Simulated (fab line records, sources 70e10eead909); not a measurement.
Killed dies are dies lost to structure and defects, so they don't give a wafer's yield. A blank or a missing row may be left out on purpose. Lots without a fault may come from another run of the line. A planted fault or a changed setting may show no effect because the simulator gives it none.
Chamber matching | flow nand_harc | NHARC_P_BONDPAD_STRIP_15 on rie_diel-01: 4 sister chambers
The step strips in O2. 33 wafers are shown with their chamber, then 12 later ones without.

WAFERS WITH THEIR CHAMBER
wafer  | chamber | showerhead_plenum_p_Torr (Torr) | oes_product_au (a.u.) | rf_vpp_V (V)
L076.1 | 3       | 3.56                            | 0.996                 | 58.3
L076.2 | 0       | 3.60                            | 0.993                 | 57.8
L076.4 | 2       | 3.50                            | 1.008                 | 56.5
L076.3 | 1       | 3.41                            | 1.002                 | 56.4
L076.5 | 3       | 3.56                            | 0.989                 | 56.8
L076.6 | 0       | 3.60                            | 0.987                 | 56.9
L077.2 | 3       | 3.56                            | 0.993                 | 57.1
L077.4 | 0       | 3.60                            | 0.998                 | 58.1
L077.6 | 3       | 3.56                            | 1.005                 | 58.7
L078.3 | 3       | 3.56                            | 0.991                 | 57.5
L078.4 | 2       | 3.50                            | 1.003                 | 57.1
L078.5 | 3       | 3.56                            | 0.991                 | 56.6
L079.2 | 1       | 3.41                            | 1.003                 | 57.0
L079.5 | 2       | 3.50                            | 1.013                 | 57.2
L079.6 | 1       | 3.41                            | 1.015                 | 56.9
L080.3 | 0       | 3.60                            | 1.000                 | 57.1
L080.4 | 3       | 3.56                            | 0.992                 | 56.9
L080.6 | 3       | 3.56                            | 0.995                 | 56.3
L084.3 | 2       | 3.50                            | 1.017                 | 58.2
L084.4 | 0       | 3.60                            | 0.993                 | 57.3
L084.6 | 2       | 3.50                            | 1.009                 | 58.5
L083.1 | 0       | 3.60                            | 0.985                 | 58.3
L083.5 | 1       | 3.40                            | 1.008                 | 58.4
L083.6 | 0       | 3.60                            | 0.988                 | 59.0
L083.2 | 3       | 3.56                            | 0.992                 | 57.4
L083.3 | 2       | 3.50                            | 1.006                 | 57.5
L083.4 | 1       | 3.40                            | 1.000                 | 56.8
L086.4 | 2       | 3.50                            | 1.006                 | 58.0
L086.5 | 0       | 3.60                            | 0.990                 | 57.6
L086.6 | 1       | 3.40                            | 0.994                 | 58.7
L092.3 | 3       | 3.55                            | 0.991                 | 58.0
L092.4 | 2       | 3.50                            | 1.007                 | 57.2
L092.5 | 2       | 3.50                            | 1.009                 | 59.4

SIGNATURES (means of the wafers above)
reading                  | chamber 0 | chamber 1 | chamber 2 | chamber 3 | scatter within a chamber
showerhead_plenum_p_Torr | 3.6000    | 3.4050    | 3.5000    | 3.5590    | 0.00288
oes_product_au           | 0.99175   | 1.00367   | 1.00867   | 0.99350   | 0.00517
rf_vpp_V                 | 57.763    | 57.367    | 57.733    | 57.360    | 0.818
Rule: a wafer's distance from a chamber is the root of the sum, over the readings, of the square of ((its reading less the chamber's mean) divided by the reading's scatter). The wafer belongs to the nearest chamber; if the next one is less than 2 further off, it can't be placed. The scatter: the root of (the sum of the squares of (reading less its chamber's mean) over the shown wafers, divided by (wafers less chambers)).

WAFERS WITHOUT THEIR CHAMBER
wafer  | showerhead_plenum_p_Torr (Torr) | oes_product_au (a.u.) | rf_vpp_V (V)
L093.1 | 3.40                            | 1.007                 | 55.5
L093.5 | 3.60                            | 0.993                 | 58.1
L093.6 | 3.55                            | 0.997                 | 57.5
L094.1 | 3.50                            | 1.001                 | 56.4
L094.3 | 3.55                            | 0.981                 | 57.0
L094.6 | 3.40                            | 1.011                 | 57.1
L096.2 | 3.50                            | 1.004                 | 58.8
L096.4 | 3.40                            | 1.003                 | 56.1
L096.5 | 3.40                            | 1.008                 | 57.7
L097.1 | 3.49                            | 0.995                 | 57.7
L097.3 | 3.59                            | 0.993                 | 58.4
L097.5 | 3.59                            | 0.989                 | 58.6

WHICH CHAMBER EACH WENT THROUGH
wafer  | from the rows above | in truth
L093.1 | 1                   | 1
L093.5 | 0                   | 0
L093.6 | 3                   | 3
L094.1 | 2                   | 2
L094.3 | 3                   | 3
L094.6 | 1                   | 1
L096.2 | 2                   | 2
L096.4 | 1                   | 1
L096.5 | 1                   | 1
L097.1 | 2                   | 2
L097.3 | 0                   | 0
L097.5 | 0                   | 0
Placed correctly: 12 of 12. Can't be placed from these rows: 0. Placed wrongly: 0.
